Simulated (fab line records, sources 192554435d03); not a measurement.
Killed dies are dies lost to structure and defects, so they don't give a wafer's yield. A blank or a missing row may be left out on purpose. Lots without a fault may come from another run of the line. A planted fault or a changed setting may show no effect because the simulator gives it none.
Chamber matching | flow n5_finfet | N5_BEOL_M0_SAQP_ETCH_106 on rie_diel-06: 4 sister chambers
The step etches SOC in N2/H2, stops on SiNx, target depth 150 nm. 4 wafers are shown with their chamber, then 10 later ones without.

WAFERS WITH THEIR CHAMBER
wafer  | chamber | showerhead_plenum_p_Torr (Torr)
L088.5 | 0       | 2.65
L089.2 | 1       | 2.50
L090.3 | 3       | 2.40
L090.5 | 2       | 2.56

WAFERS WITHOUT THEIR CHAMBER
wafer  | showerhead_plenum_p_Torr (Torr)
L090.6 | 2.50
L092.1 | 2.64
L092.2 | 2.40
L092.5 | 2.64
L096.3 | 2.56
L096.4 | 2.64
L096.6 | 2.40
L097.3 | 2.56
L097.4 | 2.40
L097.5 | 2.49

WHICH CHAMBER EACH WENT THROUGH
wafer  | from the rows above | in truth
L090.6 | 1                   | 1
L092.1 | 0                   | 0
L092.2 | 3                   | 3
L092.5 | 0                   | 0
L096.3 | 2                   | 2
L096.4 | 0                   | 0
L096.6 | 3                   | 3
L097.3 | 2                   | 2
L097.4 | 3                   | 3
L097.5 | 1                   | 1
Placed correctly: 10 of 10. Can't be placed from these rows: 0. Placed wrongly: 0.
How it was worked out, from the rows above alone: a wafer's distance from a chamber is the root of the sum, over the readings, of the square of ((its reading less the chamber's mean) divided by the reading's scatter). The wafer belongs to the nearest chamber; if the next one is less than 2 further off, it can't be placed. A chamber's mean is the mean of its shown wafers. The scatter: with one shown wafer a chamber, the root of the mean of the squares of how far each hidden wafer lies from its nearest shown one.
